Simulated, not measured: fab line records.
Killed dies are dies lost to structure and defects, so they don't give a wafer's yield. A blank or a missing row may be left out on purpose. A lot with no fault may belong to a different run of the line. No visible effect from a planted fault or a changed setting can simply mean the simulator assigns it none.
fab line records | flow n5_finfet
record lots=9 | wafers=25 | last_day=18
route steps=1938 shown FIN_SAQP@116 BEOL_M4@1111
lots that met no fault: taken from a fault-free run of the same line
start_h: hours from the record's first day to the start of the lot's first wafer shown | wait_h: hours elapsed since this lot's preceding step | " the same as in the row above | L1.1+2: one row covering several wafers at once | - no value present, or no start provided | * or withheld: withheld | < > ~ a bound
route shown NAME@n: names a module that has steps shown in the file, with the first one's number in the route | usual: mean/standard deviation taken from wafers without a fault | same: alike in all rows | chamber/n: place in a boat | sites: readings site by site | _std_site: standard deviation of those values | _edge_site: mean of outer sites minus mean of inner sites | radius_mm: for every site, how far away it sits from the centre of the wafer | mask NAME#n: copy n | behind: the last tool/chamber to shape the wafer | hold: cause of the lot's hold/its duration in hours/its outcome | device: the n, p or np transistor that did not switch | end of line: the tests these same wafers got at the end of their route | a step given without rows: its recipe and nothing more | killed: at the first sort, the dies lost to defects and structure; wafer yield is something else | map: the dies of a wafer, with x for killed, . for not killed, _ for no die there
set.NAME: the setting as run; set.NAME@STEP: as run at that earlier step | model.NAME: the simulator's own value behind a step, which no gauge read
the route's steps for a sample of lots (tables are steps, rows are wafers)
services: a tool's chamber out of use, with start hour (start_h, from the record's first day; less than 0 if before it), hours out, and reason
## steps
# step N5_FIN_SAQP_ETCH_52
# recipe chemistry=N2/H2 | target=SOC | target_depth_a=1000 | overetch_a=200 | mask_material=SiARC | temp_c=40 | time_s=150 | ion_energy_ev=200 | pressure_mtorr=30 | source_w=840 | bias_w=150 | n2_flow_sccm=200 | h2_flow_sccm=200 | ends=end_point
# usual chamber_pressure_mTorr=30.00/0.032 | drypump_motor_current_A=5.6/0.52 | oes_product_au=0.71/0.091 | rf_fwd_power_W=836.5/2.6 | rf_vpp_V=524.3/2.9 | showerhead_plenum_p_Torr=2.55/0.099 | throttle_valve_pct=17.79/0.25
lot.wafer | tool        | chamber | start_h | wait_h | chamber_pressure_mTorr | drypump_motor_current_A | oes_product_au | rf_fwd_power_W | rf_hours_counter_h | rf_vpp_V | showerhead_plenum_p_Torr | throttle_valve_pct
L277.1    | rie_diel-06 | 1       | 29.33   | 0.1    | 30.00                  | 5.9                     | 0.60           | 835.8          | 280                | 519.1    | 2.39                     | 18.08
L277.4    | "           | 1       | "       | "      | 29.95                  | 5.9                     | 0.60           | 837.4          | -                  | 519.3    | 2.39                     | 18.08
L277.6    | "           | 1       | "       | "      | 30.02                  | 5.9                     | 0.61           | 835.0          | -                  | 519.4    | 2.39                     | 18.06
L278.2    | rie_diel-03 | 1       | 34.97   | 0.0    | 29.97                  | 6.3                     | 0.77           | 840.4          | 50                 | 526.0    | 2.57                     | 17.29
L278.3    | "           | 2       | "       | "      | 30.01                  | 5.6                     | 0.82           | 839.8          | 24                 | 521.8    | 2.48                     | 17.83
L281.2    | rie_diel-06 | 3       | 52.21   | 0.0    | 29.99                  | 5.0                     | 0.62           | 835.6          | 258                | 519.3    | 2.38                     | 18.18
L281.3    | "           | 2       | "       | "      | 29.99                  | 5.4                     | 0.64           | 831.4          | 199                | 525.6    | 2.61                     | 17.85
L281.5    | "           | 2       | "       | "      | 30.01                  | 5.4                     | 0.64           | 831.6          | -                  | 526.5    | 2.61                     | 17.85
L290.3    | rie_diel-06 | 0       | 106.64  | 0.0    | 30.02                  | 5.3                     | 0.62           | 838.8          | 249                | 525.9    | 2.60                     | 18.18
L290.5    | "           | 2       | "       | "      | 30.01                  | 5.4                     | 0.63           | 837.4          | -                  | 524.2    | 2.60                     | 17.87
L290.6    | "           | 3       | "       | "      | 30.03                  | 4.9                     | 0.90           | 838.1          | -                  | 528.3    | 2.70                     | 17.71
L292.1    | rie_diel-06 | 3       | 117.75  | 0.0    | 30.01                  | 4.9                     | 0.89           | 840.2          | 5                  | 529.1    | 2.70                     | 17.72
L292.6    | "           | 1       | "       | "      | 30.00                  | 5.9                     | 0.84           | 836.6          | -                  | 528.3    | 2.72                     | 17.63
L293.1    | rie_diel-06 | 2       | 123.81  | 0.0    | 30.03                  | 5.4                     | 0.63           | 835.2          | 223                | 527.5    | 2.59                     | 17.88
L293.4    | "           | 1       | "       | "      | 29.98                  | 5.9                     | 0.84           | 841.1          | -                  | 528.4    | 2.72                     | 17.64
L293.6    | "           | 2       | "       | "      | 30.00                  | 5.3                     | 0.63           | 838.1          | -                  | 527.0    | 2.59                     | 17.86
L295.1    | rie_diel-06 | 3       | 136.79  | 0.0    | 30.00                  | 5.0                     | 0.86           | 836.7          | 11                 | 528.9    | 2.69                     | 17.72
L295.3    | "           | 0       | "       | "      | 30.01                  | 5.3                     | 0.87           | 837.9          | 1                  | 524.5    | 2.60                     | 17.73
L295.5    | "           | 1       | "       | "      | 30.02                  | 5.9                     | 0.83           | 838.7          | -                  | 528.2    | 2.71                     | 17.64
L296.3    | rie_diel-04 | 2       | 141.75  | 0.0    | 30.01                  | 6.8                     | 0.62           | 836.7          | 206                | 522.8    | 2.52                     | 18.24
L296.5    | "           | 2       | "       | "      | 30.00                  | 6.8                     | 0.62           | 840.4          | -                  | 523.4    | 2.52                     | 18.24
L296.6    | "           | 3       | "       | "      | 29.96                  | 5.8                     | 0.64           | 839.4          | -                  | 524.3    | 2.53                     | 17.56
L297.2    | rie_diel-06 | 1       | 148.36  | 0.0    | 30.04                  | 5.9                     | 0.83           | 832.2          | 24                 | 528.7    | 2.71                     | 17.65
L297.4    | "           | 2       | "       | "      | 30.07                  | 5.3                     | 0.62           | 840.1          | 231                | 525.8    | 2.59                     | 17.91
L297.5    | "           | 1       | "       | "      | 30.01                  | 5.9                     | 0.82           | 835.1          | -                  | 527.4    | 2.71                     | 17.68
# step N5_FIN_SAQP_MANDREL_ETCH_58
# recipe chemistry=HBr/Cl2 | target=a-Si | target_depth_a=450 | bt_time_s=10 | stop_on=SiNx | mask_material=SiO2 | over_etch_frac=0.8 | time_s=27 | pressure_mtorr=10 | icp_w=800 | bias_w=75 | HBr_flow_sccm=150 | Cl2_flow_sccm=80 | ends=end_point
# usual chamber_pressure_mTorr=10.001/0.011 | drypump_motor_current_A=5.9/0.38 | oes_product_au=0.697/0.014 | rf_fwd_power_W=794.1/2.7 | throttle_valve_pct=35.56/0.28
lot.wafer | tool      | chamber | start_h | wait_h | chamber_pressure_mTorr | drypump_motor_current_A | oes_product_au | rf_fwd_power_W | rf_hours_counter_h | throttle_valve_pct
L277.1    | rie_si-02 | 2       | 32.49   | 0.0    | 9.985                  | 5.7                     | 0.681          | 795.3          | 106                | 35.70
L277.4    | "         | 0       | "       | "      | 10.009                 | 5.9                     | 0.714          | 796.8          | 87                 | 35.32
L277.6    | "         | 1       | "       | "      | 9.987                  | 6.0                     | 0.685          | 793.8          | -                  | 35.70
L278.2    | rie_si-02 | 2       | 39.28   | 0.0    | 9.991                  | 5.7                     | 0.685          | 794.4          | 106                | 35.67
L278.3    | "         | 1       | "       | "      | 9.998                  | 6.0                     | 0.678          | 796.0          | 181                | 35.71
L281.2    | rie_si-02 | 2       | 55.19   | 0.0    | 9.980                  | 5.7                     | 0.686          | 315.3          | 106                | 35.69
L281.3    | "         | 0       | "       | "      | 10.005                 | 5.8                     | 0.712          | 794.7          | 87                 | 35.29
L281.5    | "         | 0       | "       | "      | 9.999                  | 5.8                     | 0.710          | 794.6          | -                  | 35.30
L290.3    | rie_si-01 | 3       | 108.75  | 0.0    | 9.987                  | 6.3                     | 0.711          | 790.9          | 1                  | 35.11
L290.5    | "         | 3       | "       | "      | 10.008                 | 6.3                     | 0.713          | 791.2          | -                  | 35.10
L290.6    | "         | 0       | "       | "      | 9.985                  | 6.4                     | 0.713          | 792.9          | -                  | 35.09
L292.1    | rie_si-01 | 2       | 119.85  | 0.0    | 9.992                  | 5.2                     | 0.687          | 799.0          | 8                  | 35.81
L292.6    | "         | 0       | "       | "      | 9.994                  | 6.4                     | 0.712          | 797.0          | -                  | 35.10
L293.1    | rie_si-01 | 3       | 126.22  | 0.0    | 9.995                  | 6.2                     | 0.713          | 793.8          | 1                  | 35.08
L293.4    | "         | 0       | "       | "      | 9.994                  | 6.4                     | 0.719          | 792.7          | 180                | 35.09
L293.6    | "         | 3       | "       | "      | 10.000                 | 6.2                     | 0.706          | 792.1          | -                  | 35.08
L295.1    | rie_si-06 | 1       | 139.14  | 0.0    | 9.990                  | 6.1                     | 0.698          | 794.4          | 159                | 35.71
L295.3    | "         | 3       | "       | "      | 9.997                  | 5.3                     | 0.683          | 792.7          | 67                 | 35.48
L295.5    | "         | 2       | "       | "      | 9.995                  | 5.8                     | 0.678          | 792.0          | -                  | 35.55
L296.3    | rie_si-06 | 3       | 143.93  | 0.0    | 10.009                 | 5.3                     | 0.685          | 789.7          | 67                 | 35.47
L296.5    | "         | 0       | "       | "      | 9.995                  | 5.7                     | 0.713          | 793.3          | -                  | 35.44
L296.6    | "         | 1       | "       | "      | 9.981                  | 6.1                     | 0.696          | 790.1          | -                  | 35.72
L297.2    | rie_si-01 | 3       | 150.46  | 0.0    | 10.002                 | 6.3                     | 0.700          | 788.4          | 2                  | 35.10
L297.4    | "         | 2       | "       | "      | 10.002                 | 5.1                     | 0.699          | 795.2          | 9                  | 35.80
L297.5    | "         | 1       | "       | "      | 9.985                  | 6.5                     | 0.696          | 798.4          | -                  | 36.23
# step N5_FIN_SAQP_RECESS_63
# recipe chemistry=HF/NH3 | target=SiO2 | target_depth_a=180 | afs_cycles=3 | temp_c=30 | sublimation_temp_c=180 | sublimation_time_s=60
# usual drypump_motor_current_A=5.6/0.33 | foreline_p_Torr=0.1280/0.00059
# same sublimation_time_s=60
lot.wafer | tool          | chamber | start_h | wait_h | drypump_motor_current_A | foreline_p_Torr
L277.1    | vapor_etch-01 | 1       | 32.58   | 0.1    | 5.3                     | 0.1288
L277.4    | "             | 0       | "       | "      | 5.9                     | 0.1281
L277.6    | "             | 0       | "       | "      | 5.9                     | 0.1279
L278.2    | vapor_etch-01 | 1       | 39.36   | 0.1    | 5.3                     | 0.1284
L278.3    | "             | 1       | "       | "      | 5.3                     | 0.1289
L281.2    | vapor_etch-02 | 0       | 55.27   | 0.1    | 5.2                     | 0.1295
L281.3    | "             | 0       | "       | "      | 5.2                     | 0.1293
L281.5    | "             | 0       | "       | "      | 5.2                     | 0.1285
L290.3    | vapor_etch-02 | 0       | 108.95  | 0.2    | 5.2                     | 0.1285
L290.5    | "             | 0       | "       | "      | 5.2                     | 0.1289
L290.6    | "             | 1       | "       | "      | 5.9                     | 0.1280
L292.1    | vapor_etch-02 | 0       | 119.93  | 0.1    | 5.2                     | 0.1278
L292.6    | "             | 0       | "       | "      | 5.2                     | 0.1282
L293.1    | vapor_etch-02 | 1       | 126.50  | 0.2    | 5.9                     | 0.1277
L293.4    | "             | 0       | "       | "      | 5.2                     | 0.1277
L293.6    | "             | 1       | "       | "      | 5.9                     | 0.1278
L295.1    | vapor_etch-02 | 0       | 139.45  | 0.3    | 5.2                     | 0.1293
L295.3    | "             | 0       | "       | "      | 5.2                     | 0.1276
L295.5    | "             | 1       | "       | "      | 5.9                     | 0.1279
L296.3    | vapor_etch-01 | 1       | 144.13  | 0.2    | 5.4                     | 0.1274
L296.5    | "             | 0       | "       | "      | 5.9                     | 0.1287
L296.6    | "             | 1       | "       | "      | 5.3                     | 0.1274
L297.2    | vapor_etch-01 | 0       | 150.77  | 0.3    | 5.9                     | 0.1268
L297.4    | "             | 1       | "       | "      | 5.3                     | 0.1267
L297.5    | "             | 0       | "       | "      | 5.9                     | 0.1282
# step N5_FIN_SAQP_HM_OPEN_33
# recipe chemistry=CH3F/O2 | target=SiNx | mask_material=SiO2 | target_depth_a=494 | time_s=70.6 | pressure_mtorr=30 | source_w=395 | bias_w=73 | Ar_flow_sccm=150 | CH3F_flow_sccm=30 | O2_flow_sccm=20 | ion_energy_ev=120 | ends=cleared
# usual chamber_pressure_mTorr=29.997/0.025 | drypump_motor_current_A=5.6/0.47 | etch_rf_on_time_s=69.3/1.4 | oes_product_au=0.71/0.083 | rf_vpp_V=298/4.3 | showerhead_plenum_p_Torr=2.03/0.075 | throttle_valve_pct=16.29/0.21
lot.wafer | tool        | chamber | start_h | wait_h | chamber_pressure_mTorr | drypump_motor_current_A | etch_rf_on_time_s | oes_product_au | rf_hours_counter_h | rf_vpp_V | showerhead_plenum_p_Torr | throttle_valve_pct
L277.1    | rie_diel-03 | 1       | 34.41   | 0.0    | 29.993                 | 6.3                     | 69.4              | 0.74           | 50                 | 303      | 2.05                     | 16.02
L277.4    | "           | 2       | "       | "      | 29.968                 | 5.6                     | 69.6              | 0.79           | 24                 | 306      | 1.95                     | 16.27
L277.6    | "           | 1       | "       | "      | 30.020                 | 6.3                     | 68.9              | 0.74           | -                  | 303      | 2.05                     | 16.02
L278.2    | rie_diel-03 | 2       | 41.13   | 0.1    | 29.991                 | 5.6                     | 69.6              | 0.77           | 26                 | 305      | 1.95                     | 16.27
L278.3    | "           | 0       | "       | "      | 29.989                 | 5.2                     | 69.1              | 0.72           | 63                 | 299      | 2.11                     | 16.29
L281.2    | rie_diel-04 | 2       | 56.60   | 0.0    | 29.974                 | 6.8                     | 70.7              | 0.60           | 179                | 298      | 2.00                     | 16.76
L281.3    | "           | 1       | "       | "      | 29.968                 | 5.7                     | 68.1              | 0.67           | 146                | 295      | 1.91                     | 15.96
L281.5    | "           | 2       | "       | "      | 30.009                 | 6.8                     | 72.1              | 0.60           | -                  | 297      | 2.00                     | 16.75
L290.3    | rie_diel-04 | 3       | 110.32  | 0.0    | 29.954                 | 5.8                     | 70.8              | 0.62           | 167                | 291      | 2.01                     | 16.28
L290.5    | "           | 0       | "       | "      | 30.031                 | 4.9                     | 70.7              | 0.72           | -                  | 292      | 1.96                     | 16.37
L290.6    | "           | 1       | "       | "      | 30.048                 | 5.7                     | 70.8              | 0.65           | -                  | 294      | 1.91                     | 15.99
L292.1    | rie_diel-06 | 2       | 121.26  | 0.0    | 29.950                 | 5.4                     | 66.7              | 0.61           | 222                | 298      | 2.06                     | 16.54
L292.6    | "           | 1       | "       | "      | 30.023                 | 5.9                     | 69.6              | 0.81           | -                  | 301      | 2.13                     | 16.16
L293.1    | rie_diel-06 | 3       | 128.27  | 0.1    | 29.963                 | 4.9                     | 66.5              | 0.85           | 9                  | 304      | 2.15                     | 16.47
L293.4    | "           | 3       | "       | "      | 29.990                 | 5.0                     | 68.0              | 0.85           | -                  | 302      | 2.15                     | 16.50
L293.6    | "           | 1       | "       | "      | 30.012                 | 5.9                     | 68.3              | 0.80           | -                  | 302      | 2.13                     | 16.15
L295.1    | rie_diel-06 | 2       | 142.12  | 0.0    | 29.981                 | 5.4                     | 69.3              | 0.59           | 230                | 298      | 2.05                     | 16.55
L295.3    | "           | 0       | "       | "      | 29.995                 | 5.3                     | 67.6              | 0.82           | 3                  | 297      | 2.03                     | 16.13
L295.5    | "           | 1       | "       | "      | 29.986                 | 5.9                     | 69.8              | 0.80           | -                  | 302      | 2.13                     | 16.14
L296.3    | rie_diel-06 | 1       | 145.47  | 0.0    | 30.028                 | 5.9                     | 67.9              | 0.79           | 24                 | 301      | 2.13                     | 16.16
L296.5    | "           | 3       | "       | "      | 29.992                 | 4.9                     | 67.3              | 0.83           | -                  | 304      | 2.15                     | 16.48
L296.6    | "           | 2       | "       | "      | 30.041                 | 5.3                     | 69.7              | 0.60           | -                  | 299      | 2.05                     | 16.54
L297.2    | rie_diel-06 | 0       | 152.41  | 0.1    | 29.988                 | 5.3                     | 69.1              | 0.81           | 6                  | 297      | 2.03                     | 16.11
L297.4    | "           | 1       | "       | "      | 30.014                 | 5.9                     | 69.3              | 0.79           | 25                 | 301      | 2.13                     | 16.16
L297.5    | "           | 2       | "       | "      | 30.034                 | 5.4                     | 70.5              | 0.59           | -                  | 300      | 2.05                     | 16.55
# step N5_BEOL_M4_RC_MEAS_101
# usual DIBL_N=36.0/2.2 | DIBL_P=36.2/2.4 | IOFF_N=0.16/0.035 | IOFF_P=0.21/0.037 | ION_N=672/13 | ION_P=461/7 | SS_N=71.4/0.69 | SS_P=73.2/0.75 | VT_N=250/3.4 | VT_P=-251/3
lot.wafer | tool      | chamber | start_h | wait_h | DIBL_N[mV/V] | DIBL_P[mV/V] | IOFF_N[nA/um] | IOFF_P[nA/um] | ION_N[uA/um] | ION_P[uA/um] | SS_N[mV/dec] | SS_P[mV/dec] | VT_N[mV] | VT_P[mV]
L278.2    | prober-01 | 0       | 202.54  | 0.2    | 38.5         | 37.1         | 0.18          | 0.22          | 671          | 458          | 72.7         | 73.8         | 247      | -250
L278.3    | "         | 0       | "       | "      | 39.2         | 37.9         | 0.21          | 0.24          | 679          | 458          | 71.8         | 73.9         | 248      | -246
L277.1    | prober-02 | 0       | 207.70  | 0.0    | 33.4         | 33.8         | 0.13          | 0.17          | 678          | 460          | 70.8         | 72.1         | 252      | -251
L277.4    | "         | 0       | "       | "      | 30.8         | 32.2         | 0.10          | 0.16          | 659          | 462          | 70.2         | 72.1         | 257      | -254
L277.6    | "         | 0       | "       | "      | 33.7         | 34.7         | 0.14          | 0.19          | 679          | 465          | 70.8         | 72.4         | 249      | -253
L281.2    | prober-02 | 0       | 236.88  | 0.2    | 37.0         | 39.5         | 0.18          | 0.26          | 667          | 464          | 72.0         | 74.1         | 252      | -250
L281.3    | "         | 0       | "       | "      | 36.6         | 38.0         | 0.17          | 0.23          | 674          | 460          | 71.6         | 74.1         | 248      | -251
L281.5    | "         | 0       | "       | "      | 34.1         | 35.2         | 0.13          | 0.19          | 660          | 463          | 71.6         | 72.9         | 254      | -254
L290.3    | prober-02 | 0       | 302.42  | 0.3    | 35.7         | 36.3         | 0.16          | 0.20          | 673          | 466          | 71.7         | 73.6         | 251      | -253
L290.5    | "         | 0       | "       | "      | 36.6         | 37.7         | 0.17          | 0.22          | 665          | 464          | 72.0         | 73.7         | 251      | -252
L290.6    | "         | 0       | "       | "      | 34.8         | 36.3         | 0.15          | 0.20          | 669          | 458          | 71.0         | 73.3         | 250      | -253
L293.1    | prober-01 | 0       | 302.65  | 0.0    | 36.3         | 34.9         | 0.13          | 0.19          | 659          | 452          | 71.5         | 73.4         | 252      | -250
L293.4    | "         | 0       | "       | "      | 32.1         | 30.5         | 0.09          | 0.14          | 651          | 450          | 69.7         | 72.0         | 258      | -256
L293.6    | "         | 0       | "       | "      | 32.0         | 30.6         | 0.09          | 0.14          | 647          | 452          | 69.8         | 71.9         | 259      | -254
L292.1    | prober-02 | 0       | 303.93  | 0.0    | 34.0         | 34.4         | 0.13          | 0.17          | 664          | 454          | 71.3         | 72.1         | 252      | -252
L292.6    | "         | 0       | "       | "      | 34.9         | 34.8         | 0.14          | 0.18          | 663          | 455          | 72.2         | 72.4         | 252      | -253
L296.3    | prober-01 | 0       | 316.21  | 0.3    | 36.3         | 35.8         | 0.16          | 0.18          | 681          | 460          | 71.5         | 72.7         | 248      | -254
L296.5    | "         | 0       | "       | "      | 36.5         | 36.5         | 0.16          | 0.19          | 684          | 460          | 71.9         | 73.1         | 253      | -252
L296.6    | "         | 0       | "       | "      | 39.1         | 39.1         | 0.21          | 0.23          | 696          | 462          | 71.9         | 73.3         | 245      | -251
L295.1    | prober-02 | 0       | 322.04  | 0.0    | 35.0         | 35.2         | 0.14          | 0.18          | 658          | 455          | 70.9         | 72.9         | 252      | -250
L295.3    | "         | 0       | "       | "      | 33.6         | 33.7         | 0.11          | 0.16          | 645          | 447          | 70.1         | 71.8         | 254      | -254
L295.5    | "         | 0       | "       | "      | 33.6         | 34.3         | 0.12          | 0.16          | 649          | 451          | 70.0         | 71.6         | 255      | -253
L297.2    | prober-02 | 0       | 333.93  | 0.2    | 36.0         | 34.2         | 0.14          | 0.21          | 677          | 467          | 71.6         | 73.0         | 251      | -244
L297.4    | "         | 0       | "       | "      | 39.7         | 38.0         | 0.20          | 0.28          | 687          | 476          | 71.6         | 73.2         | 247      | -243
L297.5    | "         | 0       | "       | "      | 38.7         | 37.5         | 0.18          | 0.26          | 677          | 471          | 71.9         | 73.5         | 247      | -245
## services
tool          | chamber | start_h | hours | kind
rie_si-01     | 2       | 19.84   | 3.1   | repair
rie_diel-06   | 3       | 19.86   | 10.1  | repair
rie_si-06     | 2       | 21.16   | 1.9   | repair
rie_diel-04   | 0       | 33.73   | 4.9   | repair
rie_diel-06   | 3       | 40.78   | 3.3   | repair
rie_diel-06   | 1       | 49.39   | -     | clean
rie_diel-06   | 1       | 49.39   | -     | consumable_replace:focus_ring
rie_diel-06   | 1       | 49.39   | -     | consumable_replace:showerhead
rie_diel-06   | 1       | 49.39   | 21.1  | scheduled_down
rie_diel-06   | 1       | 49.39   | 21.1  | vent_cycle
rie_diel-06   | 3       | 70.48   | -     | clean
rie_diel-06   | 3       | 70.48   | -     | consumable_replace:focus_ring
rie_diel-06   | 3       | 70.48   | -     | consumable_replace:showerhead
rie_diel-06   | 3       | 70.48   | 28.0  | scheduled_down
rie_diel-06   | 3       | 70.48   | 28.0  | vent_cycle
rie_diel-03   | 0       | 72.76   | 9.1   | repair
rie_diel-06   | -       | 74.08   | 0.7   | repair
rie_si-06     | 3       | 101.43  | 2.5   | repair
rie_diel-06   | 0       | 112.78  | -     | clean
rie_diel-06   | 0       | 112.78  | -     | consumable_replace:focus_ring
rie_si-01     | 2       | 120.73  | 1.2   | repair
rie_si-06     | 2       | 122.13  | 6.5   | repair
vapor_etch-01 | -       | 128.24  | 15.6  | pm
rie_diel-04   | 2       | 142.43  | 9.2   | repair
## key
first_sign step=N5_FIN_SAQP_MANDREL_ETCH_58 | reading=rf_fwd_power_W | direction=down | sigmas=99+ | usual=* | struck=*
effect none on later readings
met_at N5_FIN_SAQP_MANDREL_ETCH_58
struck_lots L281
struck_wafers L281.2
not_acting_at N5_FIN_SAQP_ETCH_52,N5_FIN_SAQP_RECESS_63,N5_FIN_SAQP_HM_OPEN_33
onset_between 39.28 55.19
fault kind=process_parameter_drift | tool=rie_si-02 | chamber=2 | onset_h=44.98 | steps=N5_FIN_SAQP_MANDREL_ETCH_58 | channel=icp_w | offset=-480 | shape=step | end_h=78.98 | acts_in=these_recipes_only | stated=800
